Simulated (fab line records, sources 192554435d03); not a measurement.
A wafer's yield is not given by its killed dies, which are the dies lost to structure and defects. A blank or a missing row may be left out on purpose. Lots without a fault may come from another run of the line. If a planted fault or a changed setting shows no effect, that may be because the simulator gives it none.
fab line records :: flow n5-finfet
record:
  lots: 4
  wafers: 12
  last-day: 17
route steps=1938 shown BEOL_M4@1095 BEOL_M5@1112 PASSIVATION@1936
lots untouched by any fault: they come from a run of this same line in which no faults occurred
start-h: the number of hours between the record's first day and the start of the first shown wafer of the lot :: wait-h: hours elapsed since this lot's preceding step :: " the same as in the row above :: L1.1+2: one row covering several wafers at once :: - no value present, or no start provided :: * or withheld: withheld :: < > ~ a bound
route shown NAME@n: NAME is a module with steps in the file, n the number in the route of the first one :: usual: average and standard deviation across the fault-free wafers :: same: alike in all rows :: chamber/n: place in a boat :: sites: per-site readings :: _std_site: their standard deviation :: _edge_site: outer sites' mean less inner sites' :: radius-mm: for every site, how far away it sits from the centre of the wafer :: mask NAME#n: copy n :: behind: the tool/chamber that last shaped the wafer :: hold: cause of the lot's hold/its duration in hours/its outcome :: device: whichever transistor did not switch (one of n, p or np) :: end of line: the tests these same wafers got at the end of their route :: where a step has no rows: the recipe by itself :: killed: the dies lost at the first sort to structure and to defects; this is not the yield of the wafer :: map: a wafer's dies, x killed, . not, _ none there
set.NAME: the setting as run; set.NAME@STEP: as run at that earlier step :: model.NAME: the simulator's own value behind a step, which no gauge read
lots at selected steps of the route; one table per step, one row per wafer
services: the hour from which a tool's chamber was out of use, counted from the record's first day as start-h (under 0 if before that day), plus the number of hours and why
== steps ==
step: N5_BEOL_M4_ANNEAL_91
recipe:
  temp-c: 400
  time-s: 240
  ambient: vacuum
step: N5_BEOL_M4_SPUTTER_92
recipe:
  material: Cu
  target-thk-a: 45
  temp-c: -20
  chamber-pressure-pa: 0.07
  power-w: withheld
  time-s: 8.29
step: N5_BEOL_M4_ANNEAL_93
recipe:
  temp-c: 400
  time-s: 240
  ambient: vacuum
step: N5_BEOL_M4_SPUTTER_94
recipe:
  material: Cu
  target-thk-a: 45
  temp-c: -20
  chamber-pressure-pa: 0.07
  power-w: withheld
  time-s: 8.29
step: N5_BEOL_M4_ANNEAL_95
recipe:
  temp-c: 400
  time-s: 240
  ambient: vacuum
step: N5_BEOL_M4_SPUTTER_96
recipe:
  material: Cu
  target-thk-a: 45
  temp-c: -20
  chamber-pressure-pa: 0.07
  power-w: withheld
  time-s: 8.29
step: N5_BEOL_M4_ECD_50
recipe:
  material: Cu
  target-thk-a: 3000
step: N5_BEOL_M4_ANNEAL_51
recipe:
  temp-c: 225
  time-s: 90
  ambient: N2
step: N5_BEOL_M4_CMP_52
recipe:
  stop-on: SiOC
  t-overpolish-s: 6.8
  down-force-psi: 1
  platen-rpm: 50
  clearing-platen-down-force-psi: 1.5
  clearing-platen-rpm: 50
  post-cmp-clean: cu-alkaline
  target-thk-nm: 40
  clearing-platen-pad-velocity-m-s: 0.99484
  pad-velocity-m-s: 0.99484
step: N5_BEOL_M4_PRE_CLEAN_60
recipe:
  gas: NH3/H2
  time-s: 15
  temp-c: *
  rf-power-w: 300
step: N5_BEOL_M4_CO_CAP_55
recipe:
  material: Co
  target-thk-a: 20
  temp-c: 200
  precursor: CCTBA/H2
  pressure-torr: 30
  time-s: 102.1
step: N5_BEOL_M4_PRE_CLEAN_56
recipe:
  gas: NH3
  time-s: 15
  temp-c: withheld
  rf-power-w: 300
lot.wafer: L976.3+5+6
tool: pecvd-01
chamber: 0,2,0
start-h: 206.82
wait-h: 0.1

lot.wafer: L977.2+3+6
tool: pecvd-01
chamber: 2,1,1
start-h: 211.94
wait-h: 0.1

lot.wafer: L989.2+4+5
tool: pecvd-04
chamber: 0,2,0
start-h: 275.04
wait-h: 0.1

lot.wafer: L990.1+2+6
tool: pecvd-01
chamber: 1,0,1
start-h: 297.78
wait-h: 0.1
step: N5_BEOL_M4_DEP_57
recipe:
  material: SiCN
  target-thk-a: 80
  temp-c: withheld
  precursor: 3MS/NH3
  pressure-torr: 3
  rf-w: 202
  time-s: 14
step: N5_BEOL_M4_INSPECT_59
recipe:
  inspect-instrument: darkfield
  mode: post-dep
usual:
  raw-defect-count: 72/20
lot.wafer: L976.3
tool: defect-inspect-02
chamber: -
start-h: 206.94
wait-h: 0.0
raw-defect-count: 74

lot.wafer: L976.5
tool: defect-inspect-02
chamber: -
start-h: 206.94
wait-h: 0.0
raw-defect-count: 1366

lot.wafer: L976.6
tool: defect-inspect-02
chamber: -
start-h: 206.94
wait-h: 0.0
raw-defect-count: 44

lot.wafer: L977.2
tool: defect-inspect-01
chamber: -
start-h: 212.06
wait-h: 0.0
raw-defect-count: 1414

lot.wafer: L977.3
tool: defect-inspect-01
chamber: -
start-h: 212.06
wait-h: 0.0
raw-defect-count: 115

lot.wafer: L977.6
tool: defect-inspect-01
chamber: -
start-h: 212.06
wait-h: 0.0
raw-defect-count: 109

lot.wafer: L989.2
tool: defect-inspect-02
chamber: -
start-h: 275.20
wait-h: 0.1
raw-defect-count: 56

lot.wafer: L989.4
tool: defect-inspect-02
chamber: -
start-h: 275.20
wait-h: 0.1
raw-defect-count: 69

lot.wafer: L989.5
tool: defect-inspect-02
chamber: -
start-h: 275.20
wait-h: 0.1
raw-defect-count: 57

lot.wafer: L990.1
tool: defect-inspect-01
chamber: -
start-h: 297.89
wait-h: 0.0
raw-defect-count: 65

lot.wafer: L990.2
tool: defect-inspect-01
chamber: -
start-h: 297.89
wait-h: 0.0
raw-defect-count: 77

lot.wafer: L990.6
tool: defect-inspect-01
chamber: -
start-h: 297.89
wait-h: 0.0
raw-defect-count: 70
step: N5_BEOL_M4_RC_MEAS_101
usual:
  DIBL_N: 36.1/1.7
  DIBL_P: 35.9/2.1
  IOFF_N: 0.154/0.029
  IOFF_P: 0.21/0.035
  ION_N: 673/10
  ION_P: 463/7.5
  SS_N: 71.6/0.59
  SS_P: 73.2/0.69
  VT_N: 250.5/2.9
  VT_P: -250/3.2
lot.wafer: L976.3
tool: prober-02
chamber: 0
start-h: 207.28
wait-h: 0.3
DIBL_N[mV/V]: 38.4
DIBL_P[mV/V]: 38.5
IOFF_N[nA/um]: 0.165
IOFF_P[nA/um]: 0.20
ION_N[uA/um]: 675
ION_P[uA/um]: 450
SS_N[mV/dec]: 72.8
SS_P[mV/dec]: 74.3
VT_N[mV]: 252.4
VT_P[mV]: -256

lot.wafer: L976.5
tool: prober-02
chamber: 0
start-h: 207.28
wait-h: 0.3
DIBL_N[mV/V]: 37.4
DIBL_P[mV/V]: 37.7
IOFF_N[nA/um]: 0.153
IOFF_P[nA/um]: 0.18
ION_N[uA/um]: 674
ION_P[uA/um]: 456
SS_N[mV/dec]: 72.6
SS_P[mV/dec]: 73.3
VT_N[mV]: 249.3
VT_P[mV]: -256

lot.wafer: L976.6
tool: prober-02
chamber: 0
start-h: 207.28
wait-h: 0.3
DIBL_N[mV/V]: 36.9
DIBL_P[mV/V]: 36.4
IOFF_N[nA/um]: 0.141
IOFF_P[nA/um]: 0.17
ION_N[uA/um]: 663
ION_P[uA/um]: 446
SS_N[mV/dec]: 72.5
SS_P[mV/dec]: 72.9
VT_N[mV]: 251.9
VT_P[mV]: -259

lot.wafer: L977.2
tool: prober-02
chamber: 0
start-h: 212.24
wait-h: 0.2
DIBL_N[mV/V]: 35.9
DIBL_P[mV/V]: 37.1
IOFF_N[nA/um]: 0.151
IOFF_P[nA/um]: 0.24
ION_N[uA/um]: 675
ION_P[uA/um]: 469
SS_N[mV/dec]: 72.3
SS_P[mV/dec]: 73.5
VT_N[mV]: 247.5
VT_P[mV]: -247

lot.wafer: L977.3
tool: prober-02
chamber: 0
start-h: 212.24
wait-h: 0.2
DIBL_N[mV/V]: 35.6
DIBL_P[mV/V]: 36.0
IOFF_N[nA/um]: 0.149
IOFF_P[nA/um]: 0.22
ION_N[uA/um]: 676
ION_P[uA/um]: 471
SS_N[mV/dec]: 71.3
SS_P[mV/dec]: 72.8
VT_N[mV]: 249.1
VT_P[mV]: -248

lot.wafer: L977.6
tool: prober-02
chamber: 0
start-h: 212.24
wait-h: 0.2
DIBL_N[mV/V]: 36.7
DIBL_P[mV/V]: 37.5
IOFF_N[nA/um]: 0.155
IOFF_P[nA/um]: 0.25
ION_N[uA/um]: 672
ION_P[uA/um]: 468
SS_N[mV/dec]: 71.8
SS_P[mV/dec]: 73.2
VT_N[mV]: 250.2
VT_P[mV]: -248

lot.wafer: L989.2
tool: prober-01
chamber: 0
start-h: 275.38
wait-h: 0.2
DIBL_N[mV/V]: 37.9
DIBL_P[mV/V]: 37.2
IOFF_N[nA/um]: 0.192
IOFF_P[nA/um]: 0.23
ION_N[uA/um]: 680
ION_P[uA/um]: 463
SS_N[mV/dec]: 71.9
SS_P[mV/dec]: 73.1
VT_N[mV]: 249.0
VT_P[mV]: -252

lot.wafer: L989.4
tool: prober-01
chamber: 0
start-h: 275.38
wait-h: 0.2
DIBL_N[mV/V]: 36.2
DIBL_P[mV/V]: 35.9
IOFF_N[nA/um]: 0.151
IOFF_P[nA/um]: 0.20
ION_N[uA/um]: 672
ION_P[uA/um]: 464
SS_N[mV/dec]: 72.2
SS_P[mV/dec]: 72.6
VT_N[mV]: 250.9
VT_P[mV]: -253

lot.wafer: L989.5
tool: prober-01
chamber: 0
start-h: 275.38
wait-h: 0.2
DIBL_N[mV/V]: 35.5
DIBL_P[mV/V]: 34.4
IOFF_N[nA/um]: 0.138
IOFF_P[nA/um]: 0.19
ION_N[uA/um]: 678
ION_P[uA/um]: 468
SS_N[mV/dec]: 72.2
SS_P[mV/dec]: 73.1
VT_N[mV]: 253.4
VT_P[mV]: -252

lot.wafer: L990.1
tool: prober-01
chamber: 0
start-h: 297.92
wait-h: 0.0
DIBL_N[mV/V]: 36.3
DIBL_P[mV/V]: 37.0
IOFF_N[nA/um]: 0.157
IOFF_P[nA/um]: 0.20
ION_N[uA/um]: 681
ION_P[uA/um]: 462
SS_N[mV/dec]: 71.3
SS_P[mV/dec]: 73.8
VT_N[mV]: 250.4
VT_P[mV]: -251

lot.wafer: L990.2
tool: prober-01
chamber: 0
start-h: 297.92
wait-h: 0.0
DIBL_N[mV/V]: 37.2
DIBL_P[mV/V]: 38.4
IOFF_N[nA/um]: 0.174
IOFF_P[nA/um]: 0.23
ION_N[uA/um]: 673
ION_P[uA/um]: 466
SS_N[mV/dec]: 71.9
SS_P[mV/dec]: 73.4
VT_N[mV]: 248.6
VT_P[mV]: -249

lot.wafer: L990.6
tool: prober-01
chamber: 0
start-h: 297.92
wait-h: 0.0
DIBL_N[mV/V]: 39.2
DIBL_P[mV/V]: 41.0
IOFF_N[nA/um]: 0.226
IOFF_P[nA/um]: 0.27
ION_N[uA/um]: 691
ION_P[uA/um]: 472
SS_N[mV/dec]: 71.8
SS_P[mV/dec]: 74.1
VT_N[mV]: 244.4
VT_P[mV]: -246
step: N5_BEOL_M5_ILD_DEP_00
recipe:
  material: SiCOH_lowk
  target-thk-a: 1406.4
  temp-c: 300
  precursor: DEMS/porogen
  pressure-torr: 5
  rf-w: 500
  time-s: 25.9
step: N5_BEOL_M5_CURE_79
recipe:
  temp-c: 385
  time-s: 240
  ambient: He/Ar
  material: SiCOH_lowk
step: N5_BEOL_M5_PECVD_70
recipe:
  material: SiO2
  target-thk-a: 160
  temp-c: 400
  precursor: TEOS/O2
  pressure-torr: 5.5
  rf-w: 450
  teos-flow-sccm: 53.8
  gas: O2
  flow-sccm: 3000
  time-s: 18
step: N5_BEOL_M5_HM_DEP_02
recipe:
  material: TiN
  target-thk-a: 200
  temp-c: 25
  chamber-pressure-pa: 0.49996
step: N5_BEOL_M5_COAT_59
recipe:
  resist: SOC
  temp-c: 250
  time-s: 60
  spin-rpm: 1500
  resist-thk-nm: 60
step: N5_BEOL_M5_COAT_60
recipe:
  resist: SiARC
  temp-c: 220
  time-s: 60
  spin-rpm: 1500
  resist-thk-nm: 12
step: N5_BEOL_M5_COAT_71
recipe:
  resist: underlayer
  temp-c: 205
  time-s: 60
  spin-rpm: 1500
  resist-thk-nm: 5
step: N5_BEOL_M5_COAT_05
recipe:
  resist: CAR-EUV
  spin-rpm: 1500
  resist-thk-nm: 30
step: N5_BEOL_M5_EBR_07
recipe:
  solvent: PGMEA
  ebr-width-mm: 1.5
step: N5_BEOL_M5_SOFTBAKE_06
recipe:
  temp-c: 110
  time-s: 60
  resist: CAR-EUV
step: N5_BEOL_M5_EXPOSE_08
recipe:
  mask-id: M5
  na: 0.33
  source-shape: annular
  sigma-inner: 0.4
  sigma-outer: 0.8
  polarization: unpolarized
  target-cd-nm: 28
  dose-mj: 35.75
step: N5_BEOL_M5_PEB_09
recipe:
  peb-temp-c: 100
  peb-time-s: 60
  resist: CAR-EUV
step: N5_BEOL_M5_DEVELOP_10
recipe:
  develop-time-s: 30
  developer: TMAH
  resist: CAR-EUV
  rinse-liquid: surfactant-rinse
  dry: air-spin
  dev-temp-c: 23
step: N5_BEOL_M5_INSPECT_13
recipe:
  mode: adi
  inspect-instrument: brightfield
usual:
  raw-defect-count: 399/110
lot.wafer: L976.3
tool: defect-inspect-01
chamber: -
start-h: 209.60
wait-h: 0.0
raw-defect-count: 716

lot.wafer: L976.5
tool: defect-inspect-01
chamber: -
start-h: 209.60
wait-h: 0.0
raw-defect-count: 1954

lot.wafer: L976.6
tool: defect-inspect-01
chamber: -
start-h: 209.60
wait-h: 0.0
raw-defect-count: 391

lot.wafer: L977.2
tool: defect-inspect-01
chamber: -
start-h: 214.98
wait-h: 0.0
raw-defect-count: 1873

lot.wafer: L977.3
tool: defect-inspect-01
chamber: -
start-h: 214.98
wait-h: 0.0
raw-defect-count: 626

lot.wafer: L977.6
tool: defect-inspect-01
chamber: -
start-h: 214.98
wait-h: 0.0
raw-defect-count: 547

lot.wafer: L989.2
tool: defect-inspect-02
chamber: -
start-h: 278.55
wait-h: 0.0
raw-defect-count: 302

lot.wafer: L989.4
tool: defect-inspect-02
chamber: -
start-h: 278.55
wait-h: 0.0
raw-defect-count: 328

lot.wafer: L989.5
tool: defect-inspect-02
chamber: -
start-h: 278.55
wait-h: 0.0
raw-defect-count: 253

lot.wafer: L990.1
tool: defect-inspect-02
chamber: -
start-h: 301.76
wait-h: 0.1
raw-defect-count: 612

lot.wafer: L990.2
tool: defect-inspect-02
chamber: -
start-h: 301.76
wait-h: 0.1
raw-defect-count: 512

lot.wafer: L990.6
tool: defect-inspect-02
chamber: -
start-h: 301.76
wait-h: 0.1
raw-defect-count: 433
step: N5_BEOL_M5_DESCUM_16
recipe:
  chemistry: O2
  time-s: 7
  source-power-w: 50
  bias-power-w: 20
  pressure-mtorr: 20
  rf-frequency-hz: 2.712e+07
  temp-c: 40
  resist: CAR-EUV
  o2-flow-sccm: 225
step: N5_BEOL_M5_ETCH_72
recipe:
  chemistry: N2/H2
  target: underlayer
  target-depth-a: 65
  mask-material: CAR-EUV
  time-s: 5.2
  ion-energy-ev: 200
  pressure-mtorr: 30
  source-w: 840
  bias-w: 150
  n2-flow-sccm: 200
  h2-flow-sccm: 200
  ends: cleared
step: N5_BEOL_M5_ETCH_61
recipe:
  chemistry: CF4
  target: SiARC
  target-depth-a: 156
  mask-material: CAR-EUV
  time-s: 26
  ion-energy-ev: 80
  pressure-mtorr: 40
  source-w: 545
  bias-w: 36
  Ar_flow_sccm: 100
  cf4-flow-sccm: 100
  ends: cleared
step: N5_BEOL_M5_ETCH_62
recipe:
  chemistry: N2/H2
  target: SOC
  target-depth-a: 750
  overetch-a: 150
  mask-material: SiARC
  temp-c: 40
  time-s: 112.5
  ion-energy-ev: 200
  pressure-mtorr: 30
  source-w: 840
  bias-w: 150
  n2-flow-sccm: 200
  h2-flow-sccm: 200
step: N5_BEOL_M5_STRIP_63
recipe:
  chemistry: N2/H2
  temp-c: 40
  n2-flow-sccm: 200
  h2-flow-sccm: 200
  rf-frequency-hz: 6e+07
step: N5_BEOL_M5_STRIP_73
recipe:
  chemistry: N2/H2
  temp-c: 40
  n2-flow-sccm: 200
  h2-flow-sccm: 200
  rf-frequency-hz: 6e+07
step: N5_BEOL_M5_STRIP_64
recipe:
  chemistry: CF4
  resist: SiARC
  power-w: 300
  bias-power-w: 75
  pressure-mtorr: 50
  cf4-flow-sccm: 150
  rf-frequency-hz: 6e+07
step: N5_BEOL_M5_HM_OPEN_17
recipe:
  chemistry: Cl2/BCl3
  target-depth-a: 200
  overetch-a: 60
  target: TiN
  mask-material: SOC
  ion-energy-ev: 150
  pressure-mtorr: 10
  icp-w: 1000
  bias-w: 126
  Cl2_flow_sccm: 53.25
  bcl3-flow-sccm: 21.75
  Ar_flow_sccm: 25
step: N5_BEOL_M5_INSPECT_30
recipe:
  mode: adi
  inspect-instrument: brightfield
usual:
  raw-defect-count: 403/120
lot.wafer: L976.3
tool: defect-inspect-02
chamber: -
start-h: 211.02
wait-h: 0.0
raw-defect-count: 557

lot.wafer: L976.5
tool: defect-inspect-02
chamber: -
start-h: 211.02
wait-h: 0.0
raw-defect-count: 1755

lot.wafer: L976.6
tool: defect-inspect-02
chamber: -
start-h: 211.02
wait-h: 0.0
raw-defect-count: 329

lot.wafer: L977.2
tool: defect-inspect-01
chamber: -
start-h: 215.87
wait-h: 0.0
raw-defect-count: 1909

lot.wafer: L977.3
tool: defect-inspect-01
chamber: -
start-h: 215.87
wait-h: 0.0
raw-defect-count: 638

lot.wafer: L977.6
tool: defect-inspect-01
chamber: -
start-h: 215.87
wait-h: 0.0
raw-defect-count: 546

lot.wafer: L989.2
tool: defect-inspect-02
chamber: -
start-h: 279.57
wait-h: 0.0
raw-defect-count: 306

lot.wafer: L989.4
tool: defect-inspect-02
chamber: -
start-h: 279.57
wait-h: 0.0
raw-defect-count: 304

lot.wafer: L989.5
tool: defect-inspect-02
chamber: -
start-h: 279.57
wait-h: 0.0
raw-defect-count: 281

lot.wafer: L990.1
tool: defect-inspect-02
chamber: -
start-h: 303.73
wait-h: 0.1
raw-defect-count: 575

lot.wafer: L990.2
tool: defect-inspect-02
chamber: -
start-h: 303.73
wait-h: 0.1
raw-defect-count: 488

lot.wafer: L990.6
tool: defect-inspect-02
chamber: -
start-h: 303.73
wait-h: 0.1
raw-defect-count: 436
step: N5_PASSIVATION_PROBE_49
usual:
  defect-limited-yield: 91.3/1.4
  killed_at_M0_to_M3: 34/9.2
  killed_at_M4_up: 13/5.3
  killed-at-contacts: 12/6
  killed-at-front-end: 39/12
  killed-at-other: 4/3.3
  killed-dies: 102/17
  killed-on-rim: 13/3.9
  killed-open: 67/12
  killed-short: 34/7.4
  sort_bin_5_function: 5.1/1
  sort_bin_6_memory: 3.2/0.6
  sort-n-pass: 1078/17
  sort-yield-pct: 91.3/1.4
same:
  gross-dies: 1180
  killed-at-back-side: 0
  sort_bin_4_leakage[%]: 0
  sort_bin_8_speed[%]: 0
lot.wafer: L977.2
tool: prober-01
chamber: -
start-h: 314.40
wait-h: 0.1
defect-limited-yield[%]: 77.5
killed_at_M0_to_M3: 27
killed_at_M4_up: 173
killed-at-contacts: 13
killed-at-front-end: 52
killed-at-other: 0
killed-dies: 265
killed-on-rim: 14
killed-open: 68
killed-short: 34
sort_bin_5_function[%]: 13.2
sort_bin_6_memory[%]: 4.7
sort-n-pass: 915
sort-yield-pct[%]: 77.5

lot.wafer: L976.5
tool: prober-01
chamber: -
start-h: 316.72
wait-h: 0.2
defect-limited-yield[%]: 79.3
killed_at_M0_to_M3: 24
killed_at_M4_up: 159
killed-at-contacts: 7
killed-at-front-end: 41
killed-at-other: 13
killed-dies: 244
killed-on-rim: 12
killed-open: 67
killed-short: 29
sort_bin_5_function[%]: 12.9
sort_bin_6_memory[%]: 3.2
sort-n-pass: 936
sort-yield-pct[%]: 79.3

lot.wafer: L989.2
tool: prober-01
chamber: -
start-h: 379.74
wait-h: 0.1
defect-limited-yield[%]: 90.5
killed_at_M0_to_M3: 49
killed_at_M4_up: 14
killed-at-contacts: 9
killed-at-front-end: 38
killed-at-other: 2
killed-dies: 112
killed-on-rim: 13
killed-open: 66
killed-short: 44
sort_bin_5_function[%]: 5.6
sort_bin_6_memory[%]: 3.6
sort-n-pass: 1068
sort-yield-pct[%]: 90.5

lot.wafer: L989.4
tool: prober-01
chamber: -
start-h: 379.84
wait-h: 0.2
defect-limited-yield[%]: 92.7
killed_at_M0_to_M3: 35
killed_at_M4_up: 8
killed-at-contacts: 16
killed-at-front-end: 26
killed-at-other: 1
killed-dies: 86
killed-on-rim: 11
killed-open: 56
killed-short: 30
sort_bin_5_function[%]: 5.3
sort_bin_6_memory[%]: 1.9
sort-n-pass: 1094
sort-yield-pct[%]: 92.7

lot.wafer: L989.5
tool: prober-01
chamber: -
start-h: 379.89
wait-h: 0.2
defect-limited-yield[%]: 91.4
killed_at_M0_to_M3: 47
killed_at_M4_up: 13
killed-at-contacts: 16
killed-at-front-end: 24
killed-at-other: 1
killed-dies: 101
killed-on-rim: 13
killed-open: 66
killed-short: 35
sort_bin_5_function[%]: 4.8
sort_bin_6_memory[%]: 3.4
sort-n-pass: 1079
sort-yield-pct[%]: 91.4

lot.wafer: L990.1
tool: prober-01
chamber: -
start-h: 406.92
wait-h: 0.0
defect-limited-yield[%]: 89.6
killed_at_M0_to_M3: 24
killed_at_M4_up: 19
killed-at-contacts: 22
killed-at-front-end: 55
killed-at-other: 3
killed-dies: 123
killed-on-rim: 14
killed-open: 87
killed-short: 34
sort_bin_5_function[%]: 6.9
sort_bin_6_memory[%]: 3.3
sort-n-pass: 1057
sort-yield-pct[%]: 89.6

lot.wafer: L990.2
tool: prober-01
chamber: -
start-h: 406.97
wait-h: 0.1
defect-limited-yield[%]: 90.8
killed_at_M0_to_M3: 30
killed_at_M4_up: 14
killed-at-contacts: 27
killed-at-front-end: 33
killed-at-other: 5
killed-dies: 109
killed-on-rim: 7
killed-open: 72
killed-short: 34
sort_bin_5_function[%]: 5.9
sort_bin_6_memory[%]: 3.2
sort-n-pass: 1071
sort-yield-pct[%]: 90.8

lot.wafer: L990.6
tool: prober-01
chamber: -
start-h: 407.17
wait-h: 0.3
defect-limited-yield[%]: 90.0
killed_at_M0_to_M3: 49
killed_at_M4_up: 13
killed-at-contacts: 25
killed-at-front-end: 24
killed-at-other: 7
killed-dies: 118
killed-on-rim: 14
killed-open: 86
killed-short: 29
sort_bin_5_function[%]: 6.4
sort_bin_6_memory[%]: 3.4
sort-n-pass: 1062
sort-yield-pct[%]: 90.0
killed by level:class
L977.2 BEOL_M4:unspecified=162 FIN_SAQP:geometric-particle:short=13 FIN_SAQP:geometric-particle:open=12 MOL_CONTACT_COAG:geometric-particle:open=11 STI_FIN_REVEAL:geometric-particle:open=9 BEOL_M0:geometric-particle:open=7 DUMMY_GATE:geometric-particle:open=5 GATE_CUT:geometric-particle:short=5
L976.5 BEOL_M4:unspecified=148 FIN_SAQP:geometric-particle:open=14 FIN_SAQP:geometric-particle:short=12 BEOL_M0_SAQP:geometric-particle:open=8 MOL_CONTACT_COAG:geometric-particle:open=7 STI_FIN_REVEAL:geometric-particle:open=6 BEOL_M4:geometric-particle:open=6 MIM_TOP:geometric-particle:open=5
L989.2 BEOL_M0_SAQP:geometric-particle:short=14 BEOL_M0_SAQP:geometric-particle:open=13 BEOL_M2:geometric-particle:open=9 FIN_SAQP:geometric-particle:short=7 STI_FIN_REVEAL:geometric-particle:open=6 BEOL_M3:geometric-particle:open=6 GATE_CUT:geometric-particle:short=5 MOL_CONTACT_COAG:geometric-particle:open=5
L989.4 MOL_CONTACT_COAG:geometric-particle:open=12 STI_FIN_REVEAL:geometric-particle:open=11 BEOL_M0_SAQP:geometric-particle:short=10 BEOL_M3:geometric-particle:open=10 FIN_SAQP:geometric-particle:short=5 MOL_CONTACT_COAG:geometric-particle:short=4 BEOL_M0_SAQP:geometric-particle:open=4 STARTING-WAFER:geometric-particle:short=3
L989.5 MOL_CONTACT_COAG:geometric-particle:open=15 BEOL_M0_SAQP:geometric-particle:short=12 BEOL_M3:geometric-particle:open=9 BEOL_M1:geometric-particle:open=7 BEOL_M4:geometric-particle:open=7 BEOL_M2:geometric-particle:open=6 STI_FIN_REVEAL:geometric-particle:open=5 BEOL_M0_SAQP:geometric-particle:open=5
L990.1 MOL_CONTACT_COAG:geometric-particle:open=20 FIN_SAQP:geometric-particle:open=18 BEOL_M4:geometric-particle:open=11 FIN_SAQP:geometric-particle:short=10 STI_FIN_REVEAL:geometric-particle:open=10 BEOL_M1:geometric-particle:open=5 BEOL_M0_SAQP:geometric-particle:open=4 BEOL_M0_SAQP:geometric-particle:short=4
L990.2 MOL_CONTACT_COAG:geometric-particle:open=20 FIN_SAQP:geometric-particle:short=9 BEOL_M4:geometric-particle:open=7 MOL_CONTACT_COAG:geometric-particle:short=7 FIN_SAQP:geometric-particle:open=6 STI_FIN_REVEAL:geometric-particle:open=6 BEOL_M0_SAQP:geometric-particle:short=6 BEOL_M3:geometric-particle:open=6
L990.6 MOL_CONTACT_COAG:geometric-particle:open=20 BEOL_M2:geometric-particle:open=13 BEOL_M1:geometric-particle:open=12 FIN_SAQP:geometric-particle:open=9 BEOL_M0_SAQP:geometric-particle:open=9 FIN_SAQP:geometric-particle:short=8 BEOL_M3:geometric-particle:open=7 BEOL_M4:geometric-particle:open=6
map L976.5 (x killed, . not)
_________________............________________
______________.................._____________
___________..........x..x..........__________
__________...x......x..............._________
________......xxx....................._______
_______.xxxx.......x................x..______
______........xx.......xx...x....x......_____
_____..........x...x..........x..........____
____....xx.....x..........................___
___....x...............................x...__
___....x.................x..x.x.x..x.......__
__.x.....................x...x.x...x........_
__x...................x.x..xxxxx.x.x........_
_....x............x......xxxxxxxxx.x....x....
_.x...x.......x........xxxxxxxxxxxxx.........
_...x................x..xxxxxxxxxxxx.........
_.....................xxxxxxxxxxxxx.x........
_.........x...x....xx.xxxxxxxxxxxxxxxx.......
_........x........x...xxxxxxxxxxxxxxx........
_..x..................xxxxxxxxxxxxxx.xx.x....
_...............x....x.xxxxxxxxxxxxxx........
__........x...x........xxxxxxxxxxxxxxx..xx.._
__.x.............x......x.xxxxxx.xx........._
___........x...x.......xx...x..xxxx........__
___x..x.x..............................x...__
____.....x..............................x.___
_____x...........x..........xx...........____
______...........x......................_____
_______...x.......x..x.....x......x....______
________.x..x...x......xxx............_______
__________...x......................_________
___________........................__________
______________.x......xx.....x.._____________
_________________.......xx...________________
map L977.2 (x killed, . not)
_________________............________________
______________.x.........x......_____________
___________.....xx.x..........x....__________
__________x.......x.....x.x.....x..x_________
________.....x............x.xx..x....._______
_______...........................x....______
______...x...............x.....x........_____
_____....x...........................x...____
____...............x.........x.xx.....x...___
___......x.............................x.x.__
___..x.....................x......x........__
__.......x.............x..xxx.x...x.x......._
__.............x.....x.x.xxxxxxxxxx..x......_
_.x...xx......x........xxxxxxxxxxxxxx........
_...x.......x...........xxxxxxxxxxxxx...x....
_......xx..x........x..xxxxxxxxxxxxx.xx......
_....................xxxxxxxxxxxxxxxx...x....
_..........x.....x.x.xxxxxxxxxxxxxxxxx.......
_.....x................xxxxxxxxxxxxxxx.......
_.......................xxxxxxxxxxxxx.x...x..
_.................x..xx.xxxxxxxxxxxxxx.......
__.....x........x..x...xxxxxxxxxxxx.xx......_
__.x.........x.........x..xxxxxxxxx...x...xx_
___.......................x.x.xx....xx.....__
___.x.x.x........x.x.........x.......x....x__
____..x..x..............x..x.......x......___
_____.x.....x......x...x......x...x......____
______.................................._____
_______....................x.x.....x...______
________.x............................_______
__________.....x.......x.......x.x.._________
___________....x.........x.........__________
______________...x..x......x.x.._____________
_________________............________________
== services ==
tool: pecvd-04
chamber: -
start-h: 188.59
hours: 2.2
kind: repair

tool: pecvd-04
chamber: 2
start-h: 202.38
hours: -
kind: clean

tool: pecvd-04
chamber: 2
start-h: 202.38
hours: -
kind: consumable-replace:showerhead

tool: pecvd-04
chamber: 2
start-h: 202.38
hours: 29.0
kind: scheduled-down

tool: pecvd-04
chamber: 2
start-h: 202.38
hours: 29.0
kind: vent-cycle

tool: pecvd-04
chamber: -
start-h: 205.00
hours: 0.8
kind: repair

tool: pecvd-04
chamber: -
start-h: 269.27
hours: 1.5
kind: repair

tool: pecvd-01
chamber: 1
start-h: 284.69
hours: 6.8
kind: repair

tool: pecvd-01
chamber: -
start-h: 286.81
hours: 3.3
kind: repair
== key ==
first-sign:
  step: N5_BEOL_M4_INSPECT_59
  reading: raw-defect-count
  direction: up
  sigmas: 66
  usual: 72
  struck: 1390
effect:
  step: N5_BEOL_M5_INSPECT_13
  reading: raw-defect-count
  direction: up
  sigmas: 13
  usual: 399
  struck: 1914
effect:
  step: N5_BEOL_M5_INSPECT_30
  reading: raw-defect-count
  direction: up
  sigmas: 12
  usual: 403
  struck: 1832
effect:
  step: N5_PASSIVATION_PROBE_49
  reading: killed_at_M4_up
  direction: up
  sigmas: 29
  usual: 13
  struck: 166
more-kills-born-at:
  N5_BEOL_M4_PRE_CLEAN_56@pecvd-01: 310
met-at N5_BEOL_M4_PRE_CLEAN_56
struck-wafers L976.5,L977.2
fault:
  kind: chamber-particle-source
  tool: pecvd-01
  chamber: 2
  onset-h: 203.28
  steps: N5_BEOL_M4_PRE_CLEAN_56
  rate-per-visit-cm2: 1.938
  end-h: 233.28
